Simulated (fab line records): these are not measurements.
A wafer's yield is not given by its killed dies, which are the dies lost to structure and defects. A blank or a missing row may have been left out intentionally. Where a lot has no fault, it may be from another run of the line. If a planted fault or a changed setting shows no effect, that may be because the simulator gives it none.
Chamber matching    flow n5 finfet    N5_BEOL_M0_TRENCH_ETCH_107 on rie diel-01 has 4 sister chambers
The step etches SiOC in C4F6/O2, target depth 32.8 nm, time 16.4 s. 16 wafers are shown with their chamber, then 8 later ones without.

== EACH WAFER AND ITS CHAMBER ==
wafer   chamber  showerhead plenum p Torr (Torr)  drypump motor current A (A)  oes product au (a.u.)
L078.2  2        2.80                             5.8                          0.71
L078.3  0        2.78                             5.1                          0.85
L078.5  1        2.89                             5.5                          0.94
L079.1  0        2.78                             5.1                          0.84
L079.4  2        2.80                             5.8                          0.71
L079.6  3        2.79                             5.2                          0.88
L080.2  2        2.80                             5.8                          0.70
L080.3  1        2.89                             5.6                          0.93
L080.6  2        2.80                             5.8                          0.70
L081.2  1        2.89                             5.5                          0.92
L081.3  3        2.79                             5.2                          0.86
L081.4  2        2.80                             5.8                          0.71
L084.1  0        2.78                             5.1                          0.84
L084.5  2        2.79                             5.7                          0.70
L084.6  3        2.78                             5.2                          0.86
L090.3  2        2.79                             5.8                          0.70

SIGNATURES, as means of the wafers listed above
reading                   chamber 0  chamber 1  chamber 2  chamber 3  scatter within a chamber
showerhead plenum p Torr  2.7800     2.8900     2.7971     2.7867     0.00418
drypump motor current A   5.100      5.533      5.786      5.200      0.0356
oes product au            0.8433     0.9300     0.7043     0.8667     0.00766
Rule: a wafer's distance from a chamber is the root of the sum, over the readings, of the square of ((its reading less the chamber's mean) divided by the reading's scatter). The wafer belongs to the nearest chamber; if the next one is less than 2 further off, it can't be placed. The scatter is the square root of a quotient: the sum, over the shown wafers, of each reading's squared deviation from its chamber's mean, divided by wafers minus chambers.

== WAFERS WHOSE CHAMBER IS MISSING ==
wafer   showerhead plenum p Torr (Torr)  drypump motor current A (A)  oes product au (a.u.)
L090.4  2.77                             5.1                          0.81
L090.6  2.78                             5.2                          0.84
L092.1  2.77                             5.1                          0.82
L092.2  2.79                             5.8                          0.69
L092.6  2.79                             5.7                          0.69
L095.2  2.77                             5.2                          0.84
L095.3  2.76                             5.1                          0.80
L095.5  2.76                             5.1                          0.81

== WHICH CHAMBER EACH ONE RAN IN ==
wafer   from the rows above      in truth
L090.4  0                        0
L090.6  can't be placed: 0 or 3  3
L092.1  0                        0
L092.2  2                        2
L092.6  2                        2
L095.2  can't be placed: 0 or 3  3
L095.3  0                        0
L095.5  0                        0
Correct placement for 6 of the 8. Unplaceable from these rows: 2, with the true chamber sitting among the candidates in 2. Wrongly placed: 0.
